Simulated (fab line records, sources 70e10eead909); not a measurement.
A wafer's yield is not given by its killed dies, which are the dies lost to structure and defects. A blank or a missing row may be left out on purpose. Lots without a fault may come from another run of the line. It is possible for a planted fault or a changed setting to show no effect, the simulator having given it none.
Matching of chambers :: flow nand harc :: NHARC_A_CHANNEL_FILL_D1_ALD_16 on ald hk-02 has 4 sister chambers
The step deposits SiO2, target thk 1.5 nm, pulse time 10 s, ald cycles 15. 8 wafers are shown with their chamber, then 7 later ones without.

## WAFERS PAIRED WITH THEIR CHAMBERS
wafer: L078.5
chamber: 1
heater power w (W): 495
precursor pulse height rel: 0.959

wafer: L078.6
chamber: 2
heater power w (W): 575
precursor pulse height rel: 1.001

wafer: L083.5
chamber: 3
heater power w (W): 480
precursor pulse height rel: 1.019

wafer: L087.1
chamber: 3
heater power w (W): 454
precursor pulse height rel: 0.996

wafer: L087.2
chamber: 0
heater power w (W): 459
precursor pulse height rel: 1.023

wafer: L087.3
chamber: 1
heater power w (W): 512
precursor pulse height rel: 1.020

wafer: L086.2
chamber: 2
heater power w (W): 577
precursor pulse height rel: 1.003

wafer: L086.4
chamber: 0
heater power w (W): 454
precursor pulse height rel: 1.008

## WAFERS WHOSE CHAMBER IS MISSING
wafer: L086.5
heater power w (W): 518
precursor pulse height rel: 0.991

wafer: L090.2
heater power w (W): 437
precursor pulse height rel: 0.978

wafer: L090.4
heater power w (W): 476
precursor pulse height rel: 1.018

wafer: L090.6
heater power w (W): 463
precursor pulse height rel: 1.020

wafer: L093.2
heater power w (W): 470
precursor pulse height rel: 1.006

wafer: L093.4
heater power w (W): 479
precursor pulse height rel: 0.994

wafer: L093.5
heater power w (W): 485
precursor pulse height rel: 0.995

## WHICH CHAMBER EACH WENT THROUGH
wafer: L086.5
from the rows above: 1
in truth: 1

wafer: L090.2
from the rows above: can't be placed: 0 or 3
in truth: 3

wafer: L090.4
from the rows above: can't be placed: 3 or 0 or 1
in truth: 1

wafer: L090.6
from the rows above: can't be placed: 0 or 3
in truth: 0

wafer: L093.2
from the rows above: can't be placed: 3 or 0
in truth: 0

wafer: L093.4
from the rows above: can't be placed: 3 or 1 or 0
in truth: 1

wafer: L093.5
from the rows above: can't be placed: 1 or 3 or 0
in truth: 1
Correct placement for 1 of the 7. Cannot be placed on the basis of these rows: 6; the candidates contain the true chamber in 6. Number placed wrongly: 0.
How it was worked out, from the rows above alone: a wafer's distance from a chamber is the root of the sum, over the readings, of the square of ((its reading less the chamber's mean) divided by the reading's scatter). If the next closest chamber is less than 2 further off than the closest, the wafer can't be placed; otherwise it belongs to the closest. The mean given for a chamber averages the wafers shown for that chamber. The scatter: the root of (the sum of the squares of (reading less its chamber's mean) over the shown wafers, divided by (wafers less chambers)).
